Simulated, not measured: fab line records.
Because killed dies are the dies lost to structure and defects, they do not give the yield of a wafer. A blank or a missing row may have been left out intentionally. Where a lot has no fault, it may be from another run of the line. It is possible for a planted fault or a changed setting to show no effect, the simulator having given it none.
Lot-split experiment ; flow n5Finfet ; route with 1938 steps; 7 lots, 21 wafers read

== THE SPLIT ==
At N5_BEOL_M0_SAQP_DESCUM_45 (chemistry O2, time 7 s), the setting timeS was moved away from the recipe's 7 s on 6 of the 21 wafers read, by -9.0% to +21.3%. This setting was run at the recipe's value on the other wafers.

The reading is taken at the split's own step.

== THE READING ==
CAR-EUV_of_BEOL_M0_SAQP_COAT_34.thkNm (the simulator's own value, which no gauge read), in nm, at N5_BEOL_M0_SAQP_DESCUM_45 (chemistry O2, time 7 s). The file does not state a usual value for it. Across the 15 wafers here that went through the recipe, the average is 26.0 nm and the standard deviation 0.11 nm.

wafer;tool, chamber at the split;timeS as run, s;against the recipe;CAR-EUV_of_BEOL_M0_SAQP_COAT_34.thkNm, nm;against lot-mates on the recipe
L075.3;rieDiel-03, 3,2,3;7;recipe;26;-
L075.5;rieDiel-03, 3,2,3;7;recipe;26;-
L075.6;rieDiel-03, 3,2,3;7;recipe;26;-
L085.1;rieDiel-03, 0;7;recipe;26.2;-
L085.5;rieDiel-03, 3;8.45;+20.7%;25.4;-0.7
L085.6;rieDiel-03, 0;7;recipe;26;-
L088.2;rieDiel-03, 3;7;recipe;26;-
L088.4;rieDiel-03, 3,2;8.494;+21.3%;25.2;-0.8
L088.6;rieDiel-03, 3,2;8.494;+21.3%;25.2;-0.8
L089.1;rieDiel-02, 3,2;6.373;-9.0%;26.4;+0.4
L089.4;rieDiel-02, 3,2;6.373;-9.0%;26.4;+0.4
L089.6;rieDiel-02, 1;7;recipe;26;-
L093.1;rieDiel-02, 3;7;recipe;25.8;-
L093.3;rieDiel-02, 2;7.968;+13.8%;25.4;-0.5
L093.6;rieDiel-02, 0;7;recipe;26;-
L095.2;rieDiel-06, 3,0,3;7;recipe;25.8;-
L095.5;rieDiel-06, 3,0,3;7;recipe;25.8;-
L095.6;rieDiel-06, 3,0,3;7;recipe;25.8;-
L096.2;rieDiel-02, 0,3,0;7;recipe;26;-
L096.3;rieDiel-02, 0,3,0;7;recipe;26;-
L096.6;rieDiel-02, 0,3,0;7;recipe;26;-
Where a row lists several chambers, the file gives one row for several wafers and doesn't say which wafer went through which chamber.

THE FIT
A straight line over all 21 wafers: CAR-EUV_of_BEOL_M0_SAQP_COAT_34.thkNm changes by -0.0359 nm for each +1% of timeS; r = -0.94; the points scatter about the line by 0.11 nm.
The same after taking each lot's own level away (the mean of its wafers on the recipe; 21 wafers): -0.0374 nm for each +1%; r = -0.99; scatter 0.052 nm.
The reading moves by 0.8 nm for the largest change in timeS, on that fit.
Across the lots, their own levels run from 25.80 to 26.10 nm, a range of 2.8 times the standard deviation given above.
Consequently the slope shifts little with the lot-to-lot level, the two slopes agreeing.
Check: -0.784 nm against its lot-mates is what the line predicts for one of the wafers moved furthest among these (+21.3%) when that wafer is left out of the fit. It came out at -0.8 nm against them.

== ADDITIONAL SPLITS CARRIED BY THESE WAFERS ==
Other splits were also applied to these wafers ahead of the reading. Each is held against what the fit with the lots' levels taken away leaves over:
other split on the same wafers;wafers away from the commonest value;r with CAR-EUV_of_BEOL_M0_SAQP_COAT_34.thkNm (lot level and that fit taken away)
N5_SD_EPI_N_COAT_32 spinRpm;7;-0.35
N5_SD_EPI_P_EPI_21 tempC;4;+0.13
N5_SDB_ETCH_25 timeS;3;+0.58
N5_SDB_CUT_ETCH_26 biasW;as run: not given for these wafers;-
N5_HKMG_FIN_ETCH_86 targetDepthA;6;+0.04
N5_GATE_CUT_ETCH_56 icpW;9;+0.23
N5_MOL_CONTACT_COAG_ETCH_15 sourceW;12;+0.09
N5_MOL_CONTACT_COAG_COAT_63 spinRpm;8;-0.05
N5_MOL_CONTACT_COAG_COAT_64 tempC;3;+0.31

== THE FILE'S OWN FIT ==
CAR-EUV_of_BEOL_M0_SAQP_COAT_34.thkNm changes by -0.0364 nm for each +1% of timeS, r = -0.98.
